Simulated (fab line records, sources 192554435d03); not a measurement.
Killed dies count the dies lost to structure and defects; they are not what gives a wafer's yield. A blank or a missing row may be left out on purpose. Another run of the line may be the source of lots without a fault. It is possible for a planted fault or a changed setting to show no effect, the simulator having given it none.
What tool caused it? | flow n5Finfet | 24 lots with 72 wafers sampled at 6 steps, on a route of 1938 steps

== WHAT THE GAUGES READ, wafer by wafer ==
N5_BEOL_M14_INSPECT_12: inspects for defects (macro).
lot  | measured     | on               | rawDefectCount
L074 | day 11 04:31 | defectInspect-02 | 3 0 3
L077 | day 12 01:29 | defectInspect-01 | 0 2 1
L075 | day 12 09:40 | defectInspect-01 | 3 3 5
L079 | day 12 15:53 | defectInspect-01 | 2 4 1
L078 | day 12 16:41 | defectInspect-02 | 1 2 1
L076 | day 12 20:11 | defectInspect-02 | 2 1 4
L082 | day 14 00:09 | defectInspect-01 | 2 2 0
L081 | day 14 02:19 | defectInspect-02 | 3 2 6
L083 | day 14 05:09 | defectInspect-02 | 2 1 3
L080 | day 14 09:28 | defectInspect-01 | 3 5 6
L085 | day 14 09:42 | defectInspect-01 | 1 1 2
L084 | day 14 11:38 | defectInspect-01 | 3 1 2
L086 | day 15 00:29 | defectInspect-01 | 1 1 0
L090 | day 15 06:17 | defectInspect-02 | 1 3 1
L087 | day 16 01:08 | defectInspect-01 | 1 2 2
L088 | day 16 01:38 | defectInspect-01 | 3 4 2
L089 | day 16 04:35 | defectInspect-02 | 2 3 1
L091 | day 16 05:21 | defectInspect-01 | 3 4 2
L092 | day 17 09:58 | defectInspect-02 | 3 1 4
L094 | day 17 21:57 | defectInspect-02 | 3 0 1
L093 | day 18 02:32 | defectInspect-02 | 3 0 6
L097 | day 18 12:16 | defectInspect-01 | 5 0 1
L096 | day 18 12:33 | defectInspect-01 | 3 2 3
L095 | day 18 15:28 | defectInspect-02 | 2 1 3

== WHAT TOOL EACH LOT RAN ON (gives the tool, then ch and the chambers of the sampled wafers, and finally the start) ==
lot  | N5_BEOL_M11_ALD_74                 | N5_BEOL_M11_ANNEAL_51           | N5_BEOL_M13_ETCH_67               | N5_BEOL_M13_ETCH_38               | N5_BEOL_M13_ANNEAL_48
L074 | aldMetal-01 ch 0,1,3, day 10 15:34 | rtpAnneal-01 ch 0, day 10 16:19 | rieDiel-02 ch 0,2,3, day 10 23:29 | rieDiel-05 ch 0,2,3, day 11 01:38 | rtpAnneal-01 ch 0, day 11 03:03
L077 | aldMetal-04 ch 0,2,3, day 11 12:23 | rtpAnneal-01 ch 0, day 11 14:38 | rieDiel-06 ch 0,3, day 11 21:45   | rieDiel-05 ch 0,1,3, day 11 23:05 | rtpAnneal-02 ch 0, day 12 00:02
L075 | aldMetal-04 ch 1,3, day 11 19:22   | rtpAnneal-01 ch 0, day 11 22:02 | rieDiel-06 ch 0,1,3, day 12 06:55 | rieDiel-02 ch 0,2,3, day 12 07:37 | rtpAnneal-02 ch 0, day 12 08:22
L079 | aldMetal-01 ch 0,2,3, day 12 04:08 | rtpAnneal-02 ch 0, day 12 04:51 | rieDiel-05 ch 0,1,2, day 12 12:58 | rieDiel-02 ch 0,1,2, day 12 13:42 | rtpAnneal-01 ch 0, day 12 14:32
L078 | aldMetal-01 ch 0,3, day 12 04:29   | rtpAnneal-02 ch 0, day 12 05:27 | rieDiel-05 ch 0,3, day 12 13:35   | rieDiel-02 ch 0,2,3, day 12 14:31 | rtpAnneal-02 ch 0, day 12 15:19
L076 | aldMetal-04 ch 0,3, day 12 05:01   | rtpAnneal-02 ch 0, day 12 05:53 | rieDiel-05 ch 1,2, day 12 15:38   | rieDiel-02 ch 0,3, day 12 17:56   | rtpAnneal-02 ch 0, day 12 18:47
L082 | aldMetal-02 ch 1,2,3, day 13 04:36 | rtpAnneal-02 ch 0, day 13 06:44 | rieDiel-02 ch 1,3, day 13 21:26   | rieDiel-05 ch 0,1,2, day 13 22:06 | rtpAnneal-02 ch 0, day 13 22:49
L081 | aldMetal-01 ch 0,1,3, day 13 06:11 | rtpAnneal-01 ch 0, day 13 07:04 | rieDiel-06 ch 0,1,3, day 13 21:40 | rieDiel-02 ch 0,1,3, day 13 22:19 | rtpAnneal-02 ch 0, day 14 01:07
L083 | aldMetal-04 ch 1,3, day 13 17:25   | rtpAnneal-01 ch 0, day 13 18:18 | rieDiel-06 ch 0,1, day 14 00:53   | rieDiel-06 ch 0,3, day 14 02:19   | rtpAnneal-01 ch 0, day 14 03:33
L080 | aldMetal-04 ch 0,1, day 13 17:55   | rtpAnneal-01 ch 0, day 13 19:29 | rieDiel-02 ch 0,1, day 14 04:57   | rieDiel-06 ch 0,1,3, day 14 06:56 | rtpAnneal-02 ch 0, day 14 08:04
L085 | aldMetal-01 ch 1,2,3, day 13 19:02 | rtpAnneal-01 ch 0, day 13 21:22 | rieDiel-06 ch 1,3, day 14 05:19   | rieDiel-05 ch 0,1,3, day 14 07:03 | rtpAnneal-02 ch 0, day 14 08:14
L084 | aldMetal-02 ch 0,3, day 13 19:15   | rtpAnneal-01 ch 0, day 13 21:47 | rieDiel-05 ch 0,3, day 14 05:35   | rieDiel-06 ch 0,1, day 14 07:46   | rtpAnneal-01 ch 0, day 14 10:26
L086 | aldMetal-01 ch 0,1,3, day 14 10:18 | rtpAnneal-02 ch 0, day 14 11:08 | rieDiel-06 ch 1,2,3, day 14 20:44 | rieDiel-05 ch 0,2,3, day 14 22:06 | rtpAnneal-01 ch 0, day 14 23:02
L090 | aldMetal-02 ch 0,1,2, day 14 17:02 | rtpAnneal-01 ch 0, day 14 18:23 | rieDiel-06 ch 0,1,3, day 15 01:04 | rieDiel-02 ch 0,2,3, day 15 03:34 | rtpAnneal-02 ch 0, day 15 04:58
L087 | aldMetal-01 ch 0,1,3, day 15 10:31 | rtpAnneal-02 ch 0, day 15 13:28 | rieDiel-06 ch 1,2,3, day 15 20:58 | rieDiel-02 ch 0,1,2, day 15 22:34 | rtpAnneal-02 ch 0, day 15 23:50
L088 | aldMetal-02 ch 0,1,3, day 15 10:50 | rtpAnneal-01 ch 0, day 15 13:35 | rieDiel-05 ch 0,1,2, day 15 21:21 | rieDiel-05 ch 0,1,2, day 15 23:07 | rtpAnneal-02 ch 0, day 16 00:11
L089 | aldMetal-01 ch 0,1,2, day 15 14:01 | rtpAnneal-02 ch 0, day 15 15:04 | rieDiel-05 ch 0,2, day 16 00:31   | rieDiel-06 ch 0,1,3, day 16 02:14 | rtpAnneal-02 ch 0, day 16 03:11
L091 | aldMetal-01 ch 1,2,3, day 15 14:29 | rtpAnneal-01 ch 0, day 15 17:38 | rieDiel-06 ch 0,1,3, day 16 01:43 | rieDiel-05 ch 0, day 16 02:47     | rtpAnneal-02 ch 0, day 16 03:56
L092 | aldMetal-02 ch 1,2,3, day 16 17:34 | rtpAnneal-01 ch 0, day 16 19:46 | rieDiel-06 ch 0,1,2, day 17 06:08 | rieDiel-02 ch 0,2,3, day 17 07:16 | rtpAnneal-01 ch 0, day 17 08:29
L094 | aldMetal-04 ch 0,1,3, day 17 06:27 | rtpAnneal-01 ch 0, day 17 07:28 | rieDiel-02 ch 1,2,3, day 17 16:20 | rieDiel-05 ch 0,2,3, day 17 19:18 | rtpAnneal-02 ch 0, day 17 20:28
L093 | aldMetal-02 ch 0,2,3, day 17 13:20 | rtpAnneal-01 ch 0, day 17 14:23 | rieDiel-05 ch 2,3, day 17 22:52   | rieDiel-05 ch 0,2,3, day 17 23:46 | rtpAnneal-02 ch 0, day 18 01:05
L097 | aldMetal-04 ch 1,3, day 17 17:04   | rtpAnneal-02 ch 0, day 17 19:06 | rieDiel-06 ch 0,2,3, day 18 05:32 | rieDiel-05 ch 0,2,3, day 18 09:31 | rtpAnneal-01 ch 0, day 18 10:51
L096 | aldMetal-02 ch 1,2,3, day 17 20:21 | rtpAnneal-02 ch 0, day 17 22:51 | rieDiel-02 ch 0,3, day 18 06:29   | rieDiel-05 ch 0,2,3, day 18 09:52 | rtpAnneal-01 ch 0, day 18 11:07
L095 | aldMetal-01 ch 0,1,3, day 18 00:06 | rtpAnneal-02 ch 0, day 18 02:21 | rieDiel-05 ch 1,2,3, day 18 11:37 | rieDiel-02 ch 0,2,3, day 18 12:59 | rtpAnneal-01 ch 0, day 18 14:05
- N5_BEOL_M11_ALD_74: deposits TaN, target thk 2 nm, pulse time 2 s, purge time 3 s.
- N5_BEOL_M11_ANNEAL_51: time 90 s.
- N5_BEOL_M13_ETCH_67: etches SiARC in CF4, target depth 143 nm, time 238.3 s.
- N5_BEOL_M13_ETCH_38: etches SiCN in CF4/N2, target depth 67.5 nm, time 71.9 s.
- N5_BEOL_M13_ANNEAL_48: time 90 s.

== AS READ BY THE TOOLS THEMSELVES (means over the sampled wafers that have a number; for cases with no such wafer, the mark the record gives instead) ==
N5_BEOL_M11_ALD_74.
lot  | tool        | heaterPowerW (W) | precursorVesselCarrierSccm (sccm)
L074 | aldMetal-01 | 411              | 1001.9
L077 | aldMetal-04 | 386              | 1000.8
L075 | aldMetal-04 | 367              | 1003.7
L079 | aldMetal-01 | 417              | 1000.0
L078 | aldMetal-01 | 447              | 1000.7
L076 | aldMetal-04 | 361              | 1000.0
L082 | aldMetal-02 | 438              | 1002.7
L081 | aldMetal-01 | 414              | 1003.0
L083 | aldMetal-04 | 365              | 1003.3
L080 | aldMetal-04 | 368              | 998.8
L085 | aldMetal-01 | 383              | 999.6
L084 | aldMetal-02 | 453              | 998.5
L086 | aldMetal-01 | 408              | 1000.2
L090 | aldMetal-02 | 455              | 1001.4
L087 | aldMetal-01 | 407              | 1000.2
L088 | aldMetal-02 | 449              | 1004.4
L089 | aldMetal-01 | 418              | 1001.5
L091 | aldMetal-01 | 388              | 998.6
L092 | aldMetal-02 | 439              | 998.5
L094 | aldMetal-04 | 351              | 999.6
L093 | aldMetal-02 | 454              | 1002.3
L097 | aldMetal-04 | 358              | 999.8
L096 | aldMetal-02 | 435              | 1000.2
L095 | aldMetal-01 | 411              | 1000.2

N5_BEOL_M11_ANNEAL_51.
lot  | tool         | annealTempCMax | wafer_temp_C_max
L074 | rtpAnneal-01 | 226.5          | 225.9
L077 | rtpAnneal-01 | 226.7          | 225.8
L075 | rtpAnneal-01 | 227.0          | 225.7
L079 | rtpAnneal-02 | 225.8          | 226.5
L078 | rtpAnneal-02 | 226.2          | 226.4
L076 | rtpAnneal-02 | 225.6          | 226.1
L082 | rtpAnneal-02 | 225.9          | 226.0
L081 | rtpAnneal-01 | 226.6          | 225.9
L083 | rtpAnneal-01 | 226.9          | 225.6
L080 | rtpAnneal-01 | 226.5          | 225.7
L085 | rtpAnneal-01 | 226.7          | 225.8
L084 | rtpAnneal-01 | 226.7          | 225.7
L086 | rtpAnneal-02 | 225.9          | 226.3
L090 | rtpAnneal-01 | 226.9          | 225.7
L087 | rtpAnneal-02 | 226.0          | 226.2
L088 | rtpAnneal-01 | 226.7          | 225.9
L089 | rtpAnneal-02 | 225.8          | 225.9
L091 | rtpAnneal-01 | 226.8          | 225.8
L092 | rtpAnneal-01 | 226.6          | 225.9
L094 | rtpAnneal-01 | 227.2          | 225.8
L093 | rtpAnneal-01 | 226.3          | 225.6
L097 | rtpAnneal-02 | 226.2          | 226.8
L096 | rtpAnneal-02 | 226.0          | 226.3
L095 | rtpAnneal-02 | 225.9          | 226.1

N5_BEOL_M13_ETCH_67.
lot  | tool       | drypumpMotorCurrentA (A) | etchRfOnTimeS (s) | oesProductAu (a.u.) | rfFwdPowerW (W) | rfVppV (V) | showerheadPlenumPTorr (Torr) | throttleValvePct (%)
L074 | rieDiel-02 | 6.3                      | 238               | 0.62                | 542.7           | 183.0      | 2.10                         | 15.79
L077 | rieDiel-06 | 5.8                      | 232               | 0.66                | 543.1           | 185.4      | 2.21                         | 15.70
L075 | rieDiel-06 | 5.9                      | 234               | 0.66                | 544.7           | 185.0      | 2.15                         | 15.56
L079 | rieDiel-05 | 6.1                      | 242               | 0.72                | 542.6           | 183.4      | 2.12                         | 15.47
L078 | rieDiel-05 | 5.5                      | 239               | 0.65                | 543.1           | 183.8      | 2.15                         | 15.60
L076 | rieDiel-05 | 6.1                      | 248               | 0.65                | 541.6           | 183.0      | 2.07                         | 15.73
L082 | rieDiel-02 | 6.0                      | 247               | 0.60                | 541.3           | 183.3      | 2.15                         | 15.72
L081 | rieDiel-06 | 5.9                      | 236               | 0.65                | 543.0           | 183.1      | 2.15                         | 15.56
L083 | rieDiel-06 | 6.0                      | 242               | 0.65                | 544.1           | 182.4      | 2.09                         | 15.41
L080 | rieDiel-02 | 6.0                      | 243               | 0.59                | 542.5           | 184.5      | 2.17                         | 15.77
L085 | rieDiel-06 | 5.7                      | 239               | 0.61                | 542.3           | 183.4      | 2.10                         | 15.57
L084 | rieDiel-05 | 5.7                      | 234               | 0.70                | 543.3           | 183.8      | 2.16                         | 15.44
L086 | rieDiel-06 | 6.0                      | 237               | 0.69                | 542.0           | 184.6      | 2.18                         | 15.61
L090 | rieDiel-06 | 5.9                      | 237               | 0.65                | 541.2           | 184.0      | 2.14                         | 15.59
L087 | rieDiel-06 | 6.0                      | 238               | 0.67                | 542.9           | 184.8      | 2.18                         | 15.61
L088 | rieDiel-05 | 6.2                      | 241               | 0.68                | 543.5           | 183.9      | 2.11                         | 15.51
L089 | rieDiel-05 | 6.2                      | 235               | 0.73                | 543.2           | 182.7      | 2.16                         | 15.27
L091 | rieDiel-06 | 5.9                      | 235               | 0.64                | 542.9           | 183.9      | 2.14                         | 15.60
L092 | rieDiel-06 | 6.3                      | 240               | 0.70                | 543.5           | 184.1      | 2.17                         | 15.49
L094 | rieDiel-02 | 6.0                      | 240               | 0.65                | 544.1           | 184.0      | 2.10                         | 15.66
L093 | rieDiel-05 | 5.7                      | 234               | 0.78                | 542.7           | 183.9      | 2.12                         | 15.37
L097 | rieDiel-06 | 6.2                      | 229               | 0.70                | 543.1           | 184.3      | 2.22                         | 15.65
L096 | rieDiel-02 | 6.5                      | 240               | 0.60                | 543.8           | 182.8      | 2.08                         | 15.89
L095 | rieDiel-05 | 5.9                      | 233               | 0.79                | 543.1           | 184.1      | 2.17                         | 15.41

N5_BEOL_M13_ETCH_38.
lot  | tool       | drypumpMotorCurrentA (A) | n2FlowSccm (sccm) | oesProductAu (a.u.) | rfFwdPowerW (W) | rfVppV (V) | showerheadPlenumPTorr (Torr) | throttleValvePct (%)
L074 | rieDiel-05 | 6.0                      | 60.21             | 0.77                | 428.1           | 381.8      | 2.21                         | 15.39
L077 | rieDiel-05 | 5.6                      | 59.89             | 0.76                | 428.3           | 381.6      | 2.18                         | 15.47
L075 | rieDiel-02 | 6.3                      | 59.94             | 0.72                | 427.2           | 381.4      | 2.16                         | 15.65
L079 | rieDiel-02 | 6.0                      | 59.90             | 0.70                | 426.3           | 382.3      | 2.21                         | 15.63
L078 | rieDiel-02 | 6.3                      | 60.01             | 0.72                | 428.0           | 380.9      | 2.16                         | 15.66
L076 | rieDiel-02 | 6.5                      | 60.19             | 0.73                | 427.2           | 381.3      | 2.16                         | 15.67
L082 | rieDiel-05 | 6.1                      | 60.04             | 0.81                | 426.0           | 382.1      | 2.17                         | 15.32
L081 | rieDiel-02 | 6.2                      | 59.94             | 0.71                | 428.0           | 381.8      | 2.19                         | 15.63
L083 | rieDiel-06 | 5.9                      | 60.07             | 0.76                | 428.2           | 383.7      | 2.27                         | 15.54
L080 | rieDiel-06 | 6.0                      | 60.25             | 0.75                | 430.1           | 381.7      | 2.21                         | 15.40
L085 | rieDiel-05 | 5.6                      | 60.02             | 0.73                | 426.9           | 381.2      | 2.18                         | 15.50
L084 | rieDiel-06 | 6.3                      | 59.92             | 0.81                | 428.0           | 381.1      | 2.20                         | 15.26
L086 | rieDiel-05 | 6.0                      | 60.04             | 0.81                | 428.2           | 382.5      | 2.20                         | 15.27
L090 | rieDiel-02 | 6.3                      | 60.16             | 0.81                | 426.3           | 381.0      | 2.15                         | 15.53
L087 | rieDiel-02 | 6.0                      | 59.88             | 0.78                | 428.5           | 382.2      | 2.20                         | 15.52
L088 | rieDiel-05 | 6.2                      | 59.84             | 0.80                | 426.3           | 379.9      | 2.17                         | 15.35
L089 | rieDiel-06 | 5.9                      | 59.92             | 0.74                | 427.7           | 381.9      | 2.21                         | 15.42
L091 | rieDiel-05 | 6.0                      | 59.84             | 0.84                | 426.7           | 384.5      | 2.24                         | 15.08
L092 | rieDiel-02 | 6.3                      | 59.93             | 0.79                | 427.7           | 381.0      | 2.15                         | 15.56
L094 | rieDiel-05 | 5.9                      | 60.13             | 0.88                | 427.3           | 382.7      | 2.19                         | 15.15
L093 | rieDiel-05 | 6.0                      | 60.04             | 0.87                | 429.2           | 382.2      | 2.19                         | 15.16
L097 | rieDiel-05 | 6.0                      | 60.07             | 0.87                | 427.8           | 381.9      | 2.19                         | 15.16
L096 | rieDiel-05 | 5.9                      | 60.02             | 0.87                | 427.6           | 382.0      | 2.19                         | 15.16
L095 | rieDiel-02 | 6.3                      | 60.03             | 0.78                | 428.3           | 381.4      | 2.14                         | 15.58

N5_BEOL_M13_ANNEAL_48.
lot  | tool         | annealTempCMax | wafer_temp_C_max
L074 | rtpAnneal-01 | 226.7          | 225.8
L077 | rtpAnneal-02 | 225.9          | 226.1
L075 | rtpAnneal-02 | 225.8          | 226.4
L079 | rtpAnneal-01 | 226.7          | 225.9
L078 | rtpAnneal-02 | 226.0          | 226.2
L076 | rtpAnneal-02 | 225.9          | 226.5
L082 | rtpAnneal-02 | 225.9          | 226.5
L081 | rtpAnneal-02 | 226.1          | 226.5
L083 | rtpAnneal-01 | 226.8          | 225.9
L080 | rtpAnneal-02 | 226.2          | 226.4
L085 | rtpAnneal-02 | 225.7          | 226.2
L084 | rtpAnneal-01 | 227.1          | 225.6
L086 | rtpAnneal-01 | 226.7          | 225.9
L090 | rtpAnneal-02 | 226.0          | 226.5
L087 | rtpAnneal-02 | 226.1          | 225.9
L088 | rtpAnneal-02 | 226.1          | 226.1
L089 | rtpAnneal-02 | 225.8          | 226.5
L091 | rtpAnneal-02 | 225.9          | 226.5
L092 | rtpAnneal-01 | 226.9          | 225.9
L094 | rtpAnneal-02 | 225.9          | 226.3
L093 | rtpAnneal-02 | 226.0          | 226.3
L097 | rtpAnneal-01 | 226.9          | 225.8
L096 | rtpAnneal-01 | 226.4          | 225.6
L095 | rtpAnneal-01 | 226.8          | 226.2

== THE ANSWER, worked out from the rows above alone ==
Rule: the usual values come from the lots themselves. Put in order of their means at a reading, lots are off if they are a third of the lots or fewer, leave a main group of 4 or more, and stand apart from it by a gap of 3 or more times the standard deviation of the main group's means; of several such gaps the widest counts. A main group is skipped when, at the precision printed for the reading in the tables above, its means are all equal. A lot without any number at a reading at which 4 lots or more have one is off too. All remaining lots with rows at the step are treated as sound. After the gauges, taken in route order, come the tools' own readings; for these a lot's mean is taken, as printed above. At the first step where some lot is off, the reading lying furthest off is the one used; lots without a number count as furthest.
Nothing can be told from this: no lot is off at any reading shown.

== WHAT THE SIMULATOR HAD INSERTED ==
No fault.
